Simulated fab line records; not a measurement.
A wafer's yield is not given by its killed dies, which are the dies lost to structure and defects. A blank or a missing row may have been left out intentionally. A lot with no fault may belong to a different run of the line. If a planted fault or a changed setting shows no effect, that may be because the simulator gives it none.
A struck lot beside a sound one :: flow n5 finfet :: 19 out of 1938 route steps
Sound: wafers L241.1, L241.5, L241.6. Wafers L226.2, L226.4, L226.6 were the ones struck. Last of all comes the cause.
Order at every step that has rows: each side's tool, ch and its chambers, its first start. Under that, the readings that differ: sound wafers :: struck wafers :: difference of the means :: sigmas: that difference in standard deviations of wafers without a fault.
alike: a reading whose means differ by less than 2 such deviations, as well as words and numbers matching on both sides. not compared: withheld readings; readings where some wafer has no value; bounds like >300 that might hide an equal value; numbers whose values overlap and for which the record gives no deviation.
Wherever a step has rows on one side only, a row that says differs or no value, or a row with sigmas, the two part there. Non-overlapping numbers with no deviation appear without sigmas and do not part them. A reading missing from all wafers of one side parts the sides only when that side holds two or more wafers.

first, 7 steps without rows for these wafers: N5_BEOL_M6_COAT_60 (time 60 s, resist thk 35 nm); N5_BEOL_M6_COAT_05 (resist thk 90 nm); N5_BEOL_M6_EBR_07; N5_BEOL_M6_SOFTBAKE_06 (time 60 s); N5_BEOL_M6_EXPOSE_08 (exposes mask M6); N5_BEOL_M6_PEB_09 (peb time 60 s); N5_BEOL_M6_DEVELOP_10 (develop time 30 s).
N5_BEOL_M6_CD_MEAS_11 targets a cd of 38.5 nm.
  sound on cd sem-01 ch 0, day 14 08:22; struck on cd sem-03 ch 0, day 10 00:47
  alike: cd nm
N5_BEOL_M6_OVL_MEAS_12:
  sound on overlay-02 ch 0, day 14 08:23; struck on overlay-02 ch 0, day 10 00:49
  alike: M6_OVL
N5_BEOL_M6_INSPECT_13: inspects for defects (brightfield).
  sound on defect inspect-01, day 14 08:25; struck on defect inspect-02, day 10 00:50
  alike: raw defect count
N5_BEOL_M6_DESCUM_16: chemistry O2, time 7.9 s.
  sound on rie diel-02 ch 2,3, day 14 08:27; struck on rie diel-06 ch 0,2,3, day 10 01:30
  alike: bias power w, drypump motor current A, oes product au, rf vpp V, showerhead plenum p Torr, throttle valve pct
  not compared: rf hours counter h
N5_BEOL_M6_ETCH_61: etches SiARC in CF4, target depth 45.5 nm, time 75.8 s.
  sound on rie diel-02 ch 2,3, day 14 08:29; struck on rie diel-06 ch 0,2,3, day 10 01:32
  alike: bias w, cf4 flow sccm, drypump motor current A, etch rf on time s, oes product au, rf vpp V, showerhead plenum p Torr, throttle valve pct
  not compared: rf hours counter h
N5_BEOL_M6_ETCH_62: etches SOC in N2/H2, target depth 110 nm, overetch 22 nm, time 165 s.
  sound on rie diel-02 ch 2,3, day 14 08:32; struck on rie diel-06 ch 0,2,3, day 10 01:36
  no value came back on the struck wafers for any of 8 readings (bias w (W), chamber pressure mTorr (mTorr) and others); on the sound wafers bias w (W) reads 150.3 149.8 149.6
reading: model.CAR-ArF_of_BEOL_M6_COAT_05.thk nm (nm)
sound: 0 0 0
struck: 51.6 51.2 51.4
difference: +51.4
sigmas: 

reading: model.SiARC_of_BEOL_M6_COAT_60.thk nm (nm)
sound: 28.6 28.6 28
struck: 35 35 35
difference: +7
sigmas: 
  not compared: rf hours counter h
then, 1 step without rows for these wafers: N5_BEOL_M6_STRIP_68 (strips in N2/H2).
N5_BEOL_M6_STRIP_67: strips in CF4.
  sound on rie diel-02 ch 2,3, day 14 08:41; struck on rie diel-06 ch 0,2,3, day 10 01:44
  alike: bias power w, drypump motor current A, oes product au, rf vpp V, showerhead plenum p Torr, throttle valve pct
  not compared: rf hours counter h
N5_BEOL_M6_HM_OPEN_17: chemistry Cl2/BCl3, target TiN, target depth 20 nm, overetch 6 nm.
  sound on rie metal-01 ch 0,1, day 14 08:44; struck on rie metal-02 ch 0,1, day 10 01:47
reading: oes product au (a.u.)
sound: 0.64 0.64 0.63
struck: 0.29 0.28 0.29
difference: -0.35
sigmas: -7
  alike: drypump motor current A, throttle valve pct
  not compared: rf hours counter h
N5_BEOL_M6_STRIP_19: strips in O2.
  sound on rie diel-06 ch 0,1,2, day 14 08:52; struck on rie diel-02 ch 0,2,3, day 10 01:57
  alike: drypump motor current A, oes product au, rf vpp V, showerhead plenum p Torr, throttle valve pct
  not compared: rf hours counter h
N5_BEOL_M6_CD_MEAS_18: pitch 80 nm, target cd 40 nm.
  sound on cd sem-02, day 14 08:56; struck on cd sem-02, day 10 02:01
reading: cd nm (nm)
sound: 40.4 39.5 40.0
struck: - - -
difference: no value on the struck wafers
sigmas: 
then, 1 step without rows for these wafers: N5_BEOL_M6_COAT_63 (time 60 s, resist thk 60 nm).

## WHERE THEY PART
First at N5_BEOL_M6_ETCH_62; last, within this record, at N5_BEOL_M6_CD_MEAS_18.

WHY: the cause the simulator had injected
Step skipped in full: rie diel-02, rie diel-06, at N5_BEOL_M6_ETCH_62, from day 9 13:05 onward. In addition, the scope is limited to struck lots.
